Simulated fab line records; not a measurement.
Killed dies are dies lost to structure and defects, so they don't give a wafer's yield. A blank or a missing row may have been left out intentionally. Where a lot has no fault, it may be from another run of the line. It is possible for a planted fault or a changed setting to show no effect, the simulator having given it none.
2 desks looking at one fault -- flow n5Finfet -- every desk sees just its own numbers, and what lay behind them comes last

FROM THE METROLOGY DESK
Lot by lot, what the gauges showed, no matter which tool ran the lot: averages of those sampled wafers that carry a number. Any lot whose mean is over 4 standard deviations away from the usual mean is out of limits and marked OUT; that distance is given in the brackets.
Columns: A = MIM_BOT_OVL at N5_MIM_BOT_LITHO_OVL_MEAS_11, usual 0 nm
lot,first seen here,A
L584,day 14 13:15,-1
L585,day 15 04:47,-0
L586,day 15 12:54,-3
L590,day 15 23:43,0
L588,day 16 16:55,0
L587,day 16 18:21,9
L592,day 16 18:25,-1
L600,day 18 18:16,4
L599,day 19 06:27,-8
L602,day 19 09:34,-2
L605,day 20 12:26,-5
Result from this desk: across the 11 lots, nothing is out of limits.

DESK OF THE TOOL OWNER: cvdW-01
The tool's own readings at N5_HKMG_FIN_ALD_72 (deposits W, target thk 2 nm, pulse time 1 s, purge time 2 s): means of the sampled wafers that have a number, for each lot that ran on this tool. Any lot whose mean is over 4 standard deviations away from the usual mean is out of limits and marked OUT; that distance is given in the brackets.
Columns: A = heaterPowerOuterW at N5_HKMG_FIN_ALD_72, usual 271 W; B = heaterPowerW at N5_HKMG_FIN_ALD_72, usual 477 W; C = precursorPulseHeightRel at N5_HKMG_FIN_ALD_72, usual 1.002
lot,first seen here,A,B,C
L584,day 4 12:34,276,492,1.011
L585,day 4 18:35,279,510,1.017
L587,day 5 11:35,278,507,1.001
L588,day 5 17:36,281,502,1.015
L590,day 6 09:23,261,442,1.002
L592,day 6 14:08,257,456,0.986
L599,day 8 04:33,259,450,0.995
L600,day 8 10:28,261,450,1.007
Result from this desk: across the 8 lots, nothing is out of limits.

TAKEN TOGETHER
At the metrology desk, nothing out of limits was observed.
Nothing out of limits was seen by the tool owner's desk.

WHAT WAS PUT IN BY THE SIMULATOR
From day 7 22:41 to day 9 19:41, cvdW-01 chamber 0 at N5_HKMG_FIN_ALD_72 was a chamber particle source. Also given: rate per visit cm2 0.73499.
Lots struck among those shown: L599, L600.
